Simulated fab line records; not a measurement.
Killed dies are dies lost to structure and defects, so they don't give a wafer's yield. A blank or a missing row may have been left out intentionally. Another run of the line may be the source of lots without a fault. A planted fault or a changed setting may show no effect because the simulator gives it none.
What tool caused it? | flow nand-harc | Sampling: 7 lots, 21 wafers, 3 of 1159 route steps

== WHAT THE GAUGES READ, wafer by wafer ==
NHARC_A_SOURCE_PLATE_THK_MEAS_09: measures by ellipsometry.
lot  | measured     | on            | thk-nm (nm)
L362 | day 7 05:31  | film-metro-02 | 10.5 9.8 10.7
L363 | day 7 20:55  | film-metro-02 | 17.4 17.2 16.3
L367 | day 8 15:11  | film-metro-01 | 9.5 9.6 10.2
L371 | day 9 07:37  | film-metro-01 | 18.3 16.7 15.8
L374 | day 10 10:11 | film-metro-02 | 17.7 17.9 14.5
L378 | day 11 00:47 | film-metro-01 | 9.5 10.0 8.7
L381 | day 11 21:53 | film-metro-02 | 9.9 9.1 8.5

== EACH LOT AND THE TOOL THAT RAN IT (in order: tool; ch and the chambers of the sampled wafers; start) ==
lot  | NHARC_P_BONDPAD_CMP_32       | NHARC_A_SOURCE_PLATE_OXIDE_02
L362 | cmp-03 ch 0,1,3, day 6 16:16 | furnace-08 ch 0, day 7 01:28
L363 | cmp-02 ch 0,2,3, day 7 02:53 | furnace-05 ch 0, day 7 12:29
L367 | cmp-03 ch 1,2, day 8 02:33   | furnace-08 ch 0, day 8 11:04
L371 | cmp-03 ch 1,2,3, day 8 12:26 | furnace-05 ch 0, day 8 21:40 and furnace-07 ch 0, day 9 03:09
L374 | cmp-02 ch 1,2,3, day 9 17:53 | furnace-05 ch 0, day 10 01:50
L378 | cmp-03 ch 2,3, day 10 13:00  | furnace-05 ch 0, day 10 20:47
L381 | cmp-02 ch 2,3, day 11 09:47  | furnace-05 ch 0, day 11 17:47
- NHARC_P_BONDPAD_CMP_32: polishes SiCN, target thk 200 nm.
- NHARC_A_SOURCE_PLATE_OXIDE_02: material SiO2, target thk 10 nm, ox time 1362 s.

== THE ANSWER, worked out from the rows above alone ==
Rule: the usual values come from the lots themselves. Put in order of their means at a reading, lots are off if they are a third of the lots or fewer, leave a main group of 4 or more, and stand apart from it by a gap of 3 or more times the standard deviation of the main group's means; of several such gaps the widest counts. Not used: any main group whose means are identical at the precision the tables above print for the reading. A lot without any number at a reading at which 4 lots or more have one is off too. The other lots that the step has rows for count as sound.
None of the lots is off at any reading shown; this tells nothing.

== WHAT THE SIMULATOR PUT IN ==
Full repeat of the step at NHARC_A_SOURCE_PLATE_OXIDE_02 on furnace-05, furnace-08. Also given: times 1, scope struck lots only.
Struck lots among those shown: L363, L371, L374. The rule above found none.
